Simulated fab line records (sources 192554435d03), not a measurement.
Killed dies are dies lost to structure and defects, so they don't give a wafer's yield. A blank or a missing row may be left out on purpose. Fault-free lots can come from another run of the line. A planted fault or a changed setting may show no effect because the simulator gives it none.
Which of the tools did it? / flow n5-finfet / Sampling: 11 lots, 32 wafers, 5 of 1938 route steps

WHAT EACH GAUGE READ, for each wafer
The record holds no reading of a measuring or inspecting step that can be judged against a usual standard deviation.

TOOL THAT RAN EACH LOT (tool first, then ch and the chambers of the sampled wafers, then the start)
lot=L765; N5_BEOL_M15_STRIP_62=rie-diel-04 ch 1,3, day 12 03:58 or earlier; N5_BEOL_M15_STRIP_37=rie-diel-04 ch 1,3, day 12 03:58 or earlier; N5_BEOL_M15_SPUTTER_44=pvd-sputter-01, day 12 03:58; N5_BEOL_M15_ANNEAL_48=rtp-anneal-01 ch 0, day 12 04:28; N5_PASSIVATION_PROBE_49=-
lot=L766; N5_BEOL_M15_STRIP_62=rie-diel-04 ch 0,2, day 12 10:46 or earlier; N5_BEOL_M15_STRIP_37=rie-diel-04 ch 0,2, day 12 10:46 or earlier; N5_BEOL_M15_SPUTTER_44=pvd-sputter-03, day 12 10:46; N5_BEOL_M15_ANNEAL_48=rtp-anneal-01 ch 0, day 12 11:14; N5_PASSIVATION_PROBE_49=prober-02, day 13 00:31
lot=L763; N5_BEOL_M15_STRIP_62=rie-diel-03 ch 0,1,2, day 12 18:38 or earlier; N5_BEOL_M15_STRIP_37=rie-diel-03 ch 0,1,2, day 12 18:38 or earlier; N5_BEOL_M15_SPUTTER_44=pvd-sputter-02, day 12 18:38; N5_BEOL_M15_ANNEAL_48=rtp-anneal-01 ch 0, day 12 19:07; N5_PASSIVATION_PROBE_49=-
lot=L768; N5_BEOL_M15_STRIP_62=rie-diel-04 ch 0,1,3, day 13 04:57 or earlier; N5_BEOL_M15_STRIP_37=rie-diel-04 ch 0,1,3, day 13 04:57 or earlier; N5_BEOL_M15_SPUTTER_44=pvd-sputter-02, day 13 04:57; N5_BEOL_M15_ANNEAL_48=rtp-anneal-01 ch 0, day 13 05:26; N5_PASSIVATION_PROBE_49=-
lot=L769; N5_BEOL_M15_STRIP_62=rie-diel-03 ch 1,2,3, day 13 10:58 or earlier; N5_BEOL_M15_STRIP_37=rie-diel-03 ch 1,2,3, day 13 10:58 or earlier; N5_BEOL_M15_SPUTTER_44=pvd-sputter-03, day 13 10:58; N5_BEOL_M15_ANNEAL_48=rtp-anneal-02 ch 0, day 13 11:26; N5_PASSIVATION_PROBE_49=prober-01, day 14 03:20
lot=L770; N5_BEOL_M15_STRIP_62=rie-diel-04 ch 0,1,2, day 14 07:44 or earlier; N5_BEOL_M15_STRIP_37=rie-diel-04 ch 0,1,2, day 14 07:44 or earlier; N5_BEOL_M15_SPUTTER_44=pvd-sputter-01, day 14 07:44; N5_BEOL_M15_ANNEAL_48=rtp-anneal-01 ch 0, day 14 08:13; N5_PASSIVATION_PROBE_49=-
lot=L772; N5_BEOL_M15_STRIP_62=rie-diel-03 ch 0,2,3, day 14 10:38 or earlier; N5_BEOL_M15_STRIP_37=rie-diel-03 ch 0,2,3, day 14 10:38 or earlier; N5_BEOL_M15_SPUTTER_44=pvd-sputter-01, day 14 10:38; N5_BEOL_M15_ANNEAL_48=rtp-anneal-02 ch 0, day 14 11:05; N5_PASSIVATION_PROBE_49=-
lot=L775; N5_BEOL_M15_STRIP_62=rie-diel-03 ch 0,2,3, day 15 08:12 or earlier; N5_BEOL_M15_STRIP_37=rie-diel-03 ch 0,2,3, day 15 08:12 or earlier; N5_BEOL_M15_SPUTTER_44=pvd-sputter-02, day 15 08:12; N5_BEOL_M15_ANNEAL_48=rtp-anneal-02 ch 0, day 15 08:44; N5_PASSIVATION_PROBE_49=-
lot=L776; N5_BEOL_M15_STRIP_62=rie-diel-04 ch 0,1,2, day 15 08:31 or earlier; N5_BEOL_M15_STRIP_37=rie-diel-04 ch 0,1,2, day 15 08:31 or earlier; N5_BEOL_M15_SPUTTER_44=pvd-sputter-02, day 15 08:31; N5_BEOL_M15_ANNEAL_48=rtp-anneal-02 ch 0, day 15 08:59; N5_PASSIVATION_PROBE_49=-
lot=L777; N5_BEOL_M15_STRIP_62=rie-diel-04 ch 0,2, day 15 13:46 or earlier; N5_BEOL_M15_STRIP_37=rie-diel-04 ch 0,2, day 15 13:46 or earlier; N5_BEOL_M15_SPUTTER_44=pvd-sputter-01, day 15 13:46; N5_BEOL_M15_ANNEAL_48=rtp-anneal-01 ch 0, day 15 14:23; N5_PASSIVATION_PROBE_49=prober-02, day 16 05:12
lot=L778; N5_BEOL_M15_STRIP_62=rie-diel-06 ch 0,1,2, day 16 00:04 or earlier; N5_BEOL_M15_STRIP_37=rie-diel-06 ch 0,1,2, day 16 00:04 or earlier; N5_BEOL_M15_SPUTTER_44=pvd-sputter-01, day 16 00:04; N5_BEOL_M15_ANNEAL_48=rtp-anneal-01 ch 0, day 16 00:34; N5_PASSIVATION_PROBE_49=-
- N5_BEOL_M15_STRIP_62: strips in O2.
- N5_BEOL_M15_STRIP_37: strips in O2.
- N5_BEOL_M15_SPUTTER_44: material Ta, target thk 15 nm, time 24.19 s.
- N5_BEOL_M15_ANNEAL_48: time 90 s.
- N5_PASSIVATION_PROBE_49

AS READ BY THE TOOLS THEMSELVES (means over the sampled wafers that have a number; for cases with no such wafer, the mark the record gives instead)
N5_BEOL_M15_STRIP_62. Usual: drypump-motor-current-A 5.5 A, standard deviation 0.4; oes-product-au 0.77 a.u., standard deviation 0.086; rf-vpp-V 3.5 V, standard deviation 0.51; showerhead-plenum-p-Torr 2.05 Torr, standard deviation 0.071; throttle-valve-pct 16.80 %, standard deviation 0.23.
lot=L765; tool=rie-diel-04; drypump-motor-current-A (A)=5.2; oes-product-au (a.u.)=0.81; rf-vpp-V (V)=3.2; showerhead-plenum-p-Torr (Torr)=2.09; throttle-valve-pct (%)=16.84; flag=
lot=L766; tool=rie-diel-04; drypump-motor-current-A (A)=5.6; oes-product-au (a.u.)=0.80; rf-vpp-V (V)=3.7; showerhead-plenum-p-Torr (Torr)=2.02; throttle-valve-pct (%)=16.64; flag=
lot=L763; tool=rie-diel-03; drypump-motor-current-A (A)=5.5; oes-product-au (a.u.)=0.71; rf-vpp-V (V)=3.5; showerhead-plenum-p-Torr (Torr)=2.06; throttle-valve-pct (%)=16.85; flag=
lot=L768; tool=rie-diel-04; drypump-motor-current-A (A)=5.5; oes-product-au (a.u.)=0.79; rf-vpp-V (V)=3.1; showerhead-plenum-p-Torr (Torr)=2.06; throttle-valve-pct (%)=16.82; flag=
lot=L769; tool=rie-diel-03; drypump-motor-current-A (A)=5.5; oes-product-au (a.u.)=0.71; rf-vpp-V (V)=3.9; showerhead-plenum-p-Torr (Torr)=2.08; throttle-valve-pct (%)=16.93; flag=
lot=L770; tool=rie-diel-04; drypump-motor-current-A (A)=5.4; oes-product-au (a.u.)=0.83; rf-vpp-V (V)=3.5; showerhead-plenum-p-Torr (Torr)=2.06; throttle-valve-pct (%)=16.75; flag=
lot=L772; tool=rie-diel-03; drypump-motor-current-A (A)=5.5; oes-product-au (a.u.)=0.71; rf-vpp-V (V)=3.4; showerhead-plenum-p-Torr (Torr)=2.02; throttle-valve-pct (%)=17.00; flag=
lot=L775; tool=rie-diel-03; drypump-motor-current-A (A)=5.5; oes-product-au (a.u.)=0.70; rf-vpp-V (V)=3.7; showerhead-plenum-p-Torr (Torr)=2.02; throttle-valve-pct (%)=17.01; flag=
lot=L776; tool=rie-diel-04; drypump-motor-current-A (A)=5.4; oes-product-au (a.u.)=0.81; rf-vpp-V (V)=3.4; showerhead-plenum-p-Torr (Torr)=2.05; throttle-valve-pct (%)=16.76; flag=
lot=L777; tool=rie-diel-04; drypump-motor-current-A (A)=5.6; oes-product-au (a.u.)=0.76; rf-vpp-V (V)=3.6; showerhead-plenum-p-Torr (Torr)=2.00; throttle-valve-pct (%)=16.71; flag=
lot=L778; tool=rie-diel-06; drypump-motor-current-A (A)=6.0; oes-product-au (a.u.)=0.74; rf-vpp-V (V)=3.6; showerhead-plenum-p-Torr (Torr)=2.06; throttle-valve-pct (%)=16.73; flag=

N5_BEOL_M15_STRIP_37. Usual: drypump-motor-current-A 5.5 A, standard deviation 0.4; oes-product-au 0.77 a.u., standard deviation 0.087; rf-vpp-V 3.7 V, standard deviation 0.68; showerhead-plenum-p-Torr 2.05 Torr, standard deviation 0.071; throttle-valve-pct 16.80 %, standard deviation 0.23.
lot=L765; tool=rie-diel-04; drypump-motor-current-A (A)=5.2; oes-product-au (a.u.)=0.81; rf-vpp-V (V)=4.4; showerhead-plenum-p-Torr (Torr)=2.09; throttle-valve-pct (%)=16.86; flag=
lot=L766; tool=rie-diel-04; drypump-motor-current-A (A)=5.7; oes-product-au (a.u.)=0.80; rf-vpp-V (V)=3.7; showerhead-plenum-p-Torr (Torr)=2.02; throttle-valve-pct (%)=16.63; flag=
lot=L763; tool=rie-diel-03; drypump-motor-current-A (A)=5.5; oes-product-au (a.u.)=0.71; rf-vpp-V (V)=2.9; showerhead-plenum-p-Torr (Torr)=2.06; throttle-valve-pct (%)=16.86; flag=
lot=L768; tool=rie-diel-04; drypump-motor-current-A (A)=5.5; oes-product-au (a.u.)=0.77; rf-vpp-V (V)=3.4; showerhead-plenum-p-Torr (Torr)=2.06; throttle-valve-pct (%)=16.81; flag=
lot=L769; tool=rie-diel-03; drypump-motor-current-A (A)=5.5; oes-product-au (a.u.)=0.70; rf-vpp-V (V)=3.1; showerhead-plenum-p-Torr (Torr)=2.08; throttle-valve-pct (%)=16.93; flag=
lot=L770; tool=rie-diel-04; drypump-motor-current-A (A)=5.5; oes-product-au (a.u.)=0.82; rf-vpp-V (V)=3.9; showerhead-plenum-p-Torr (Torr)=2.06; throttle-valve-pct (%)=16.74; flag=
lot=L772; tool=rie-diel-03; drypump-motor-current-A (A)=5.5; oes-product-au (a.u.)=0.71; rf-vpp-V (V)=3.6; showerhead-plenum-p-Torr (Torr)=2.02; throttle-valve-pct (%)=16.99; flag=
lot=L775; tool=rie-diel-03; drypump-motor-current-A (A)=5.5; oes-product-au (a.u.)=0.70; rf-vpp-V (V)=3.4; showerhead-plenum-p-Torr (Torr)=2.02; throttle-valve-pct (%)=17.01; flag=
lot=L776; tool=rie-diel-04; drypump-motor-current-A (A)=5.4; oes-product-au (a.u.)=0.81; rf-vpp-V (V)=3.4; showerhead-plenum-p-Torr (Torr)=2.05; throttle-valve-pct (%)=16.76; flag=
lot=L777; tool=rie-diel-04; drypump-motor-current-A (A)=5.6; oes-product-au (a.u.)=0.77; rf-vpp-V (V)=3.4; showerhead-plenum-p-Torr (Torr)=2.00; throttle-valve-pct (%)=16.69; flag=
lot=L778; tool=rie-diel-06; drypump-motor-current-A (A)=5.9; oes-product-au (a.u.)=0.73; rf-vpp-V (V)=3.8; showerhead-plenum-p-Torr (Torr)=2.06; throttle-valve-pct (%)=16.72; flag=

N5_BEOL_M15_SPUTTER_44. Usual: susceptor-temp-C 50.01 C, standard deviation 0.12; throttle-valve-pct 29.7 %, standard deviation 1.1.
lot=L765; tool=pvd-sputter-01; susceptor-temp-C (C)=49.99; throttle-valve-pct (%)=29.2; flag=
lot=L766; tool=pvd-sputter-03; susceptor-temp-C (C)=50.09; throttle-valve-pct (%)=29.2; flag=
lot=L763; tool=pvd-sputter-02; susceptor-temp-C (C)=50.02; throttle-valve-pct (%)=30.4; flag=
lot=L768; tool=pvd-sputter-02; susceptor-temp-C (C)=50.03; throttle-valve-pct (%)=30.7; flag=
lot=L769; tool=pvd-sputter-03; susceptor-temp-C (C)=50.07; throttle-valve-pct (%)=29.2; flag=
lot=L770; tool=pvd-sputter-01; susceptor-temp-C (C)=50.06; throttle-valve-pct (%)=28.8; flag=
lot=L772; tool=pvd-sputter-01; susceptor-temp-C (C)=49.95; throttle-valve-pct (%)=29.9; flag=
lot=L775; tool=pvd-sputter-02; susceptor-temp-C (C)=50.00; throttle-valve-pct (%)=30.5; flag=
lot=L776; tool=pvd-sputter-02; susceptor-temp-C (C)=50.08; throttle-valve-pct (%)=30.4; flag=
lot=L777; tool=pvd-sputter-01; susceptor-temp-C (C)=50.17; throttle-valve-pct (%)=28.9; flag=
lot=L778; tool=pvd-sputter-01; susceptor-temp-C (C)=49.82; throttle-valve-pct (%)=30.2; flag=

N5_BEOL_M15_ANNEAL_48. Usual: wafer_temp_C_max 226.0, standard deviation 0.48.
lot=L765 tool=rtp-anneal-01 wafer_temp_C_max=225.5 flag=
lot=L766 tool=rtp-anneal-01 wafer_temp_C_max=225.7 flag=
lot=L763 tool=rtp-anneal-01 wafer_temp_C_max=225.6 flag=
lot=L768 tool=rtp-anneal-01 wafer_temp_C_max=225.6 flag=
lot=L769 tool=rtp-anneal-02 wafer_temp_C_max=226.5 flag=
lot=L770 tool=rtp-anneal-01 wafer_temp_C_max=225.6 flag=
lot=L772 tool=rtp-anneal-02 wafer_temp_C_max=226.6 flag=
lot=L775 tool=rtp-anneal-02 wafer_temp_C_max=228.7 flag=OFF
lot=L776 tool=rtp-anneal-02 wafer_temp_C_max=228.5 flag=OFF
lot=L777 tool=rtp-anneal-01 wafer_temp_C_max=225.8 flag=
lot=L778 tool=rtp-anneal-01 wafer_temp_C_max=225.7 flag=

N5_PASSIVATION_PROBE_49. Usual: defect-limited-yield 91.0 %, standard deviation 1.5; killed_at_M0_to_M3 35, standard deviation 12; killed_at_M4_up 15, standard deviation 5.8; killed-at-contacts 14, standard deviation 7.2; killed-at-front-end 40, standard deviation 10; killed-at-other 3, standard deviation 3; killed-dies 106, standard deviation 18; killed-open 68, standard deviation 14; killed-short 35, standard deviation 7.2; sort_bin_5_function 5.2 %, standard deviation 0.96; sort_bin_6_memory 3.3 %, standard deviation 0.69; sort-n-pass 1074, standard deviation 18; sort-yield-pct 91.0 %, standard deviation 1.5.
lot=L766; tool=prober-02; defect-limited-yield (%)=92.4; killed_at_M0_to_M3=38; killed_at_M4_up=14; killed-at-contacts=4; killed-at-front-end=33; killed-at-other=1; killed-dies=90; killed-open=61; killed-short=28; sort_bin_5_function (%)=3.8; sort_bin_6_memory (%)=3.5; sort-n-pass=1090; sort-yield-pct (%)=92.4; flag=
lot=L769; tool=prober-01; defect-limited-yield (%)=92.9; killed_at_M0_to_M3=31; killed_at_M4_up=11; killed-at-contacts=7; killed-at-front-end=31; killed-at-other=5; killed-dies=84; killed-open=48; killed-short=34; sort_bin_5_function (%)=4.1; sort_bin_6_memory (%)=2.8; sort-n-pass=1096; sort-yield-pct (%)=92.9; flag=
lot=L777; tool=prober-02; defect-limited-yield (%)=88.4; killed_at_M0_to_M3=62; killed_at_M4_up=18; killed-at-contacts=12; killed-at-front-end=42; killed-at-other=3; killed-dies=137; killed-open=94; killed-short=43; sort_bin_5_function (%)=6.3; sort_bin_6_memory (%)=5.0; sort-n-pass=1043; sort-yield-pct (%)=88.4; flag=

THE ANSWER, worked out from the rows above alone
Rule: a lot is off if the mean of its wafers that have a number lies more than 3 standard deviations from the usual mean. A lot without any number at a reading at which 4 lots or more have one is off too. Where the step has rows for the other lots, those lots are counted as sound. Order of review: gauges by route order, followed by the tools' own readings, for which a lot's mean as printed above is used. At the first step where some lot is off, the reading lying furthest off is the one used; lots without a number count as furthest.
Off at N5_BEOL_M15_ANNEAL_48 (wafer_temp_C_max): L775, L776.
If a tool, at that step or one of the process steps before it, ran each lot that is off and ran no sound lot following the first of them, it fits. Because N5_BEOL_M15_STRIP_62 lacks a start for some lots, the hours and order of its lots are taken from N5_BEOL_M15_SPUTTER_44. Because N5_BEOL_M15_STRIP_37 lacks a start for some lots, the hours and order of its lots are taken from N5_BEOL_M15_SPUTTER_44. 2 tools fit, pvd-sputter-02 at N5_BEOL_M15_SPUTTER_44 and rtp-anneal-02 at N5_BEOL_M15_ANNEAL_48, so this cannot tell which one it is.

WHAT THE SIMULATOR HAD PUT IN
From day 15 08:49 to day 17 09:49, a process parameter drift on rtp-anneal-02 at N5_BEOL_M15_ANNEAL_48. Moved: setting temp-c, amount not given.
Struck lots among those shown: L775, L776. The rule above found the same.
